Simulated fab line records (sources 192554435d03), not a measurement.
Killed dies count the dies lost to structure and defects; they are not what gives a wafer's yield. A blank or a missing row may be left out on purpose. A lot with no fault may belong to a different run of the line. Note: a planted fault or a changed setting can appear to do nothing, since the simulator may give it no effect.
Chamber matching || flow n5-finfet || N5_FIN_SAQP_ETCH_69 on rie-diel-03: 4 sister chambers
The step etches SOC in N2/H2, stops on SiNx, target depth 150 nm. 8 wafers are shown with their chamber, then 6 later ones without.

## WAFERS PAIRED WITH THEIR CHAMBERS
{"wafer": "L133.3", "chamber": 0, "showerhead-plenum-p-Torr (Torr)": 2.54, "throttle-valve-pct (%)": 17.7}
{"wafer": "L134.2", "chamber": 3, "showerhead-plenum-p-Torr (Torr)": 2.54, "throttle-valve-pct (%)": 18.2}
{"wafer": "L135.2", "chamber": 3, "showerhead-plenum-p-Torr (Torr)": 2.54, "throttle-valve-pct (%)": 18.2}
{"wafer": "L135.5", "chamber": 1, "showerhead-plenum-p-Torr (Torr)": 2.60, "throttle-valve-pct (%)": 18.0}
{"wafer": "L136.1", "chamber": 1, "showerhead-plenum-p-Torr (Torr)": 2.60, "throttle-valve-pct (%)": 18.0}
{"wafer": "L136.5", "chamber": 2, "showerhead-plenum-p-Torr (Torr)": 2.61, "throttle-valve-pct (%)": 17.6}
{"wafer": "L145.3", "chamber": 0, "showerhead-plenum-p-Torr (Torr)": 2.53, "throttle-valve-pct (%)": 17.8}
{"wafer": "L145.6", "chamber": 2, "showerhead-plenum-p-Torr (Torr)": 2.60, "throttle-valve-pct (%)": 17.3}

## WAFERS MISSING THEIR CHAMBER
{"wafer": "L149.1", "showerhead-plenum-p-Torr (Torr)": 2.60, "throttle-valve-pct (%)": 17.3}
{"wafer": "L149.4", "showerhead-plenum-p-Torr (Torr)": 2.52, "throttle-valve-pct (%)": 18.3}
{"wafer": "L149.5", "showerhead-plenum-p-Torr (Torr)": 2.52, "throttle-valve-pct (%)": 18.3}
{"wafer": "L152.1", "showerhead-plenum-p-Torr (Torr)": 2.52, "throttle-valve-pct (%)": 17.8}
{"wafer": "L152.2", "showerhead-plenum-p-Torr (Torr)": 2.52, "throttle-valve-pct (%)": 18.3}
{"wafer": "L152.3", "showerhead-plenum-p-Torr (Torr)": 2.59, "throttle-valve-pct (%)": 17.6}

## CHAMBER TAKEN BY EACH
{"wafer": "L149.1", "from the rows above": 2, "in truth": 2}
{"wafer": "L149.4", "from the rows above": "can't be placed: 3 or 0", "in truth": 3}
{"wafer": "L149.5", "from the rows above": "can't be placed: 3 or 0", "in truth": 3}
{"wafer": "L152.1", "from the rows above": 0, "in truth": 0}
{"wafer": "L152.2", "from the rows above": "can't be placed: 3 or 0", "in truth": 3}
{"wafer": "L152.3", "from the rows above": "can't be placed: 2 or 1", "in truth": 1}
Correctly placed: 2 of 6. These rows do not allow placing 4 (true chamber among the candidates in 4). Wrongly placed: 0.
How it was worked out, from the rows above alone: a wafer's distance from a chamber is the root of the sum, over the readings, of the square of ((its reading less the chamber's mean) divided by the reading's scatter). If the next closest chamber is less than 2 further off than the closest, the wafer can't be placed; otherwise it belongs to the closest. Each chamber's mean is taken over the wafers shown for it. The scatter: the root of (the sum of the squares of (reading less its chamber's mean) over the shown wafers, divided by (wafers less chambers)).
